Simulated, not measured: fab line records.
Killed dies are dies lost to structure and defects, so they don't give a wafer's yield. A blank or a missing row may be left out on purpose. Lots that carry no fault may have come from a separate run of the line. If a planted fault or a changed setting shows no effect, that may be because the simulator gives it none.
A struck lot beside a sound one || flow n5_finfet || 15 steps out of a route of 1938
Sound: wafers L891.3, L891.5, L891.6. The struck wafers were L898.1, L898.3, L898.6. Last of all comes the cause.
For every step that has rows: the tool of each side, followed by ch and its chambers, followed by its first start. Under that, the readings that differ: sound wafers || struck wafers || difference of the means || sigmas: that difference in standard deviations of wafers without a fault.
alike: readings with means less than 2 such deviations apart, plus words and numbers identical on both sides. not compared: withheld readings, readings lacking a value on some wafer, bounds such as >300 that could conceal the same value, and numbers that have no deviation in the record and whose values overlap.
Wherever a step has rows on one side only, a row that says differs or no value, or a row with sigmas, the two part there. Numbers that have no deviation but don't overlap get no sigmas and don't part them. A reading that every wafer of one side lacks parts them only if that side has two wafers or more.

N5_BEOL_M6_VIA_ETCH_34: etches SiCOH lowk in C4F6/O2, target depth 126.3 nm, time 50.9 s.
  sound on rie_diel-01 ch 0,1,2, day 9 20:24; struck on rie_diel-06 ch 0,1,3, day 12 09:45
  alike: drypump_motor_current_A, oes_product_au, rf_vpp_V, showerhead_plenum_p_Torr, throttle_valve_pct
  not compared: rf_hours_counter_h
then, 1 step without rows for these wafers: N5_BEOL_M6_STRIP_76 (strips in C4F6/O2).
N5_BEOL_M6_STRIP_36: strips in N2/H2.
  sound on rie_diel-01 ch 0,1,2, day 9 20:27; struck on rie_diel-06 ch 0,1,3, day 12 09:48
  alike: drypump_motor_current_A, oes_product_au, rf_vpp_V, showerhead_plenum_p_Torr, throttle_valve_pct
  not compared: rf_hours_counter_h
N5_BEOL_M6_TRENCH_ETCH_37: etches SiCOH lowk in C4F6/O2, target depth 94.435 nm, time 31.5 s.
  sound on rie_diel-01 ch 0,1,2; struck on rie_diel-06 ch 0,1,3
  alike: drypump_motor_current_A, oes_product_au, rf_vpp_V, showerhead_plenum_p_Torr, throttle_valve_pct
  not compared: rf_hours_counter_h
then, 1 step without rows for these wafers: N5_BEOL_M6_ETCH_41 (etches SiCN in CH3F/O2, target depth 29.7 nm, time 52 s).
N5_BEOL_M6_STRIP_80: strips in N2/H2, time 10 s.
  sound on rie_diel-01 ch 0,1,2; struck on rie_diel-06 ch 0,1,3
  alike: drypump_motor_current_A, oes_product_au, rf_vpp_V, showerhead_plenum_p_Torr, throttle_valve_pct
  not compared: rf_hours_counter_h
N5_BEOL_M6_OCD_MEAS_38:
  sound on ocd-01 at day 9 20:39; struck on ocd-01 at day 12 09:59
  alike: trench_depth_nm
then, 4 steps without rows for these wafers: N5_BEOL_M6_HM_STRIP_39 (strips TiN in peroxide tin strip, target depth 25 nm, time 158 s); N5_BEOL_M6_SRD_40 (time 30 s); N5_BEOL_M6_PRECLEAN_42 (cleans in residue remover, time 60 s); N5_BEOL_M6_SRD_43 (time 30 s).
N5_BEOL_M6_CD_MEAS_35: target cd 40 nm, target cd y 28 nm.
  sound on cd_sem-02 at day 9 20:49; struck on cd_sem-02 at day 12 10:09
  alike: cd_nm
N5_BEOL_M6_CURE_75: cures SiCOH lowk, time 120 s.
  sound on uv_cure-02 ch 1, day 9 20:57; struck on uv_cure-01 ch 0, day 12 10:11
  no value came back on the struck wafers for lamp_power_pct (%), run_length_s (s), wafer_temp_C_max; on the sound wafers lamp_power_pct (%) reads 52.33 52.32 52.32
N5_BEOL_M6_DEGAS_44: time 60 s.
  sound on pvd_sputter-02 at day 9 21:40; struck on pvd_sputter-03 at day 12 10:32
  alike: heater_power_w, susceptor_temp_C
-- here the record skips 3 days between the struck wafers' starts before and after, leaving off in module BEOL_M6 and picking up in module PASSIVATION (first step shown: number 1936 of the route) --
N5_PASSIVATION_PROBE_49:
  sound on prober-02 at day 13 14:54; struck on prober-02 at day 15 21:41
  alike: defect_limited_yield, killed_at_M0_to_M3, killed_at_M4_up, killed_at_contacts, killed_at_front_end, killed_at_other, killed_dies, killed_open, killed_short, sort_bin_4_leakage, sort_bin_5_function, sort_bin_6_memory, sort_n_pass, sort_yield_pct

## WHERE THEY PART
Only at N5_BEOL_M6_CURE_75, within this record. Later steps at which nothing parts them and some readings are alike: N5_BEOL_M6_DEGAS_44, N5_PASSIVATION_PROBE_49.

WHY: the cause the simulator had injected
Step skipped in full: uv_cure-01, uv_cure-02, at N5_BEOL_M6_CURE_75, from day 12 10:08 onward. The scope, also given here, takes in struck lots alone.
